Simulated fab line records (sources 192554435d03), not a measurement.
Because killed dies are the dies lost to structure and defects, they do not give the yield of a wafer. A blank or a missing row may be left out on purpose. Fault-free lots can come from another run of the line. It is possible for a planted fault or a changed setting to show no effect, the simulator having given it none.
The tool behind it: which one?	flow n5 finfet	12 lots, 35 wafers sampled, at 3 steps of a route of 1938

## WHAT EACH GAUGE READ, for each wafer
N5_BEOL_M11_THK_MEAS_01.
lot	measured	on	M11_ILD_THK (nm)
L303	day 10 09:52	film metro-02	265 263 267
L304	day 11 11:22	film metro-01	266 274 269
L305	day 11 13:55	film metro-02	262 271
L308	day 11 15:41	film metro-02	271 264 276
L307	day 11 22:01	film metro-01	262 263 267
L311	day 12 21:16	film metro-02	269 271 271
L310	day 12 22:29	film metro-02	269 275 272
L313	day 13 02:58	film metro-02	264 263 275
L314	day 13 13:02	film metro-02	272 270 272
L315	day 13 20:25	film metro-01	263 267 272
L321	day 15 12:53	film metro-02	269 272 275
L323	day 15 17:40	film metro-02	268 271 274

## WHICH TOOL RAN EACH LOT (tool, then ch and the chambers of the sampled wafers, then the start)
lot	N5_BEOL_M10_ALD_74	N5_BEOL_M10_CMP_52
L303	ald metal-02 ch 0,1, day 10 07:20	cmp-01 ch 0,3, day 10 08:47
L304	ald metal-01 ch 0,1,3, day 11 08:47	cmp-03 ch 0,1,3, day 11 10:05
L305	ald metal-02 ch 2, day 11 11:36	cmp-01 ch 0,3, day 11 12:57
L308	ald metal-01 ch 1,3, day 11 12:59	cmp-03 ch 2,3, day 11 14:08
L307	ald metal-02 ch 0,2, day 11 19:56	cmp-03 ch 0,2, day 11 20:58
L311	ald metal-03 ch 0,2,3, day 12 18:13	cmp-03 ch 1,2, day 12 20:12
L310	ald metal-01 ch 0,2,3, day 12 19:55	cmp-03 ch 0,3, day 12 21:12
L313	ald metal-01 ch 0,2,3, day 13 00:09	cmp-03 ch 0,2,3, day 13 01:51
L314	ald metal-03 ch 0,3, day 13 10:47	cmp-03 ch 0,1,2, day 13 11:55
L315	ald metal-02 ch 0,3, day 13 17:15	cmp-03 ch 1,2,3, day 13 19:22
L321	ald metal-01 ch 0,1,3, day 15 10:19	cmp-04 ch 0,1, day 15 11:49
L323	ald metal-01 ch 0,1,2, day 15 14:37	cmp-04 ch 0,1,2, day 15 16:36
- N5_BEOL_M10_ALD_74: deposits TaN, target thk 2 nm, pulse time 2 s, purge time 3 s.
- N5_BEOL_M10_CMP_52: polishes, stops on SiCOH lowk, t overpolish 7 s, target thk 140 nm.

## WHAT THE TOOLS THEMSELVES READ (means of the sampled wafers that have a number; where no wafer has one, the mark that the record gives instead)
N5_BEOL_M10_ALD_74.
lot	tool	heater power w (W)
L303	ald metal-02	348
L304	ald metal-01	382
L305	ald metal-02	414
L308	ald metal-01	378
L307	ald metal-02	386
L311	ald metal-03	388
L310	ald metal-01	382
L313	ald metal-01	376
L314	ald metal-03	423
L315	ald metal-02	411
L321	ald metal-01	381
L323	ald metal-01	374

N5_BEOL_M10_CMP_52.
lot	tool	barrier field endpoint s (s)	motor current A (A)	overpolish run s (s)	time to endpoint s (s)
L303	cmp-01	28.3	5.7	7.001	63
L304	cmp-03	28.7	5.7	6.999	65
L305	cmp-01	28.2	5.9	6.995	66
L308	cmp-03	28.5	5.3	7.007	63
L307	cmp-03	28.3	5.7	6.988	62
L311	cmp-03	28.7	5.6	7.003	64
L310	cmp-03	28.5	5.9	6.998	66
L313	cmp-03	24.4	5.8	6.995	56
L314	cmp-03	20.1	5.7	6.999	47
L315	cmp-03	24.4	5.6	7.002	56
L321	cmp-04	28.8	6.2	6.994	67
L323	cmp-04	28.9	6.2	6.997	64

## THE ANSWER, worked out from the rows above alone
Rule: the lots themselves supply what counts as usual. Put in order of their means at a reading, lots are off if they are a third of the lots or fewer, leave a main group of 4 or more, and stand apart from it by a gap of 3 or more times the standard deviation of the main group's means; of several such gaps the widest counts. A main group is skipped when, at the precision printed for the reading in the tables above, its means are all equal. Also off: a lot with no number at a reading for which 4 or more lots have one. Where the step has rows for the other lots, those lots are counted as sound. First the gauges in route order, then the tools' own readings, where a lot's mean is used as printed above. The first step at which some lot is off is used, and at that step the reading that is off furthest; a lot without a number counts as furthest.
Off: L313, L314, L315, at N5_BEOL_M10_CMP_52 (barrier field endpoint s). For the main group the mean is 28.5 s and the standard deviation 0.23.
If a tool, at that step or one of the process steps before it, ran each lot that is off and ran no sound lot following the first of them, it fits. One fits: N5_BEOL_M10_CMP_52 on cmp-03. A fault onset in the window from L310 (day 12 21:12, its last sound lot) to L313 (day 13 01:51, its first lot off) fits.
The tool's own readings at N5_BEOL_M10_CMP_52 bear it out: on the lots that are off they differ by more than 5 times the standard deviation of the sound lots' means. barrier field endpoint s reads 23.0 s there against 28.5 s on the sound lots; time to endpoint s reads 53 s there against 64 s on the sound lots.

## WHAT THE SIMULATOR HAD PUT IN
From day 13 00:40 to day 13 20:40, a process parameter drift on cmp-03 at N5_BEOL_M10_CMP_52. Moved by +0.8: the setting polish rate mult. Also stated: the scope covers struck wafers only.
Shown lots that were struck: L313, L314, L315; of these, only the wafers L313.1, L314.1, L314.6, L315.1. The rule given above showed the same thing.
